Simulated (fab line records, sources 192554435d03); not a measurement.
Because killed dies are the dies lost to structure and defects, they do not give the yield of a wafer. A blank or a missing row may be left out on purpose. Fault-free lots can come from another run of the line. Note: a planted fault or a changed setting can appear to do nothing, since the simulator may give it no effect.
3 desks, one fault ; flow n5Finfet ; numbers are kept per desk, each desk with only its own; the story behind them comes last

## THE DEFECT DESK
Counts from the inspections along the route, per lot, as means over the sampled wafers that have a number. A lot is out of limits, marked OUT, if its mean lies more than 4 standard deviations from the usual mean; the brackets give that distance.
Columns: A = rawDefectCount at N5_BEOL_M12_INSPECT_55, usual 68
lot;first seen here;A
L214;day 12 16:23;58
L217;day 13 22:00;77
L215;day 13 22:32;57
L220;day 14 16:58;53
L223;day 15 13:55;63
L227;day 15 23:23;48
L225;day 16 03:14;74
L226;day 16 16:43;71
L228;day 17 09:08;82
L232;day 17 21:38;52
L237;day 19 00:09;54
This desk's verdict: no lot among the 11 shows anything out of limits.

## FROM THE METROLOGY DESK
Means of the sampled wafers that have a number, per lot and without regard to the tool the lot ran on: this is what the gauges read. A lot is out of limits, marked OUT, if its mean lies more than 4 standard deviations from the usual mean; the brackets give that distance.
Columns: A = V12_OVL at N5_BEOL_M13_OVL_MEAS_11, usual 0 nm; B = cdNm at N5_BEOL_M14_CD_MEAS_10, usual 249.3 nm
lot;first seen here;A;B
L214;day 12 17:02;-9;249.2
L217;day 13 22:31;-6;249.9
L215;day 13 23:04;0;250.5
L220;day 14 17:37;-2;249.0
L223;day 15 14:27;5;250.0
L227;day 15 23:54;2;249.7
L225;day 16 03:53;5;231.8 (-8.0) OUT
L226;day 16 17:22;-3;233.9 (-7.0) OUT
L228;day 17 09:50;6;251.3
L232;day 17 22:13;3;252.2
L237;day 19 00:41;7;252.0
This desk's verdict: out of limits on L225, L226, starting with L225 at day 16 12:04 (cdNm at N5_BEOL_M14_CD_MEAS_10). In limits: L214, L217, L215, L220, L223, L227, L228, L232, L237.

## DESK OF THE TOOL OWNER: lithoTrack-01
The tool's own readings at N5_BEOL_M14_PEB_08 (peb time 90 s): means of the sampled wafers that have a number, for each lot that ran on this tool. A lot is out of limits, marked OUT, if its mean lies more than 4 standard deviations from the usual mean; the brackets give that distance.
Columns: A = heaterPowerTotalW at N5_BEOL_M14_PEB_08, usual 172.4 W; B = plateTempC at N5_BEOL_M14_PEB_08, usual 129.97 C
lot;first seen here;A;B
L225;day 16 11:56;168.1 (-5.7) OUT;127.34 (-19) OUT
L226;day 17 01:49;168.1 (-5.7) OUT;127.15 (-20) OUT
This desk's verdict: out of limits on L225, L226, starting with L225 at day 16 11:56 (heaterPowerTotalW at N5_BEOL_M14_PEB_08). In limits: none.

## BROUGHT TOGETHER
At day 16 11:56, on L225, L226, the tool owner's desk was in a position to raise an alarm.
At day 16 12:04 the metrology desk could have sounded an alarm, on L225, L226.
Nothing the defect desk looked at was out of limits.
The defect desk has L225, L226 on record, within its limits.
Every lot named ran N5_BEOL_M14_PEB_08 on lithoTrack-01.

## WHAT THE SIMULATOR HAD INSERTED
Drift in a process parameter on lithoTrack-01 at N5_BEOL_M14_PEB_08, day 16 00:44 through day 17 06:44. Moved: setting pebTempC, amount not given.
Struck lots among those shown: L225, L226.
Hours from the fault's start to each desk's first reading out of limits: the tool owner's desk, 11; the metrology desk, 11.
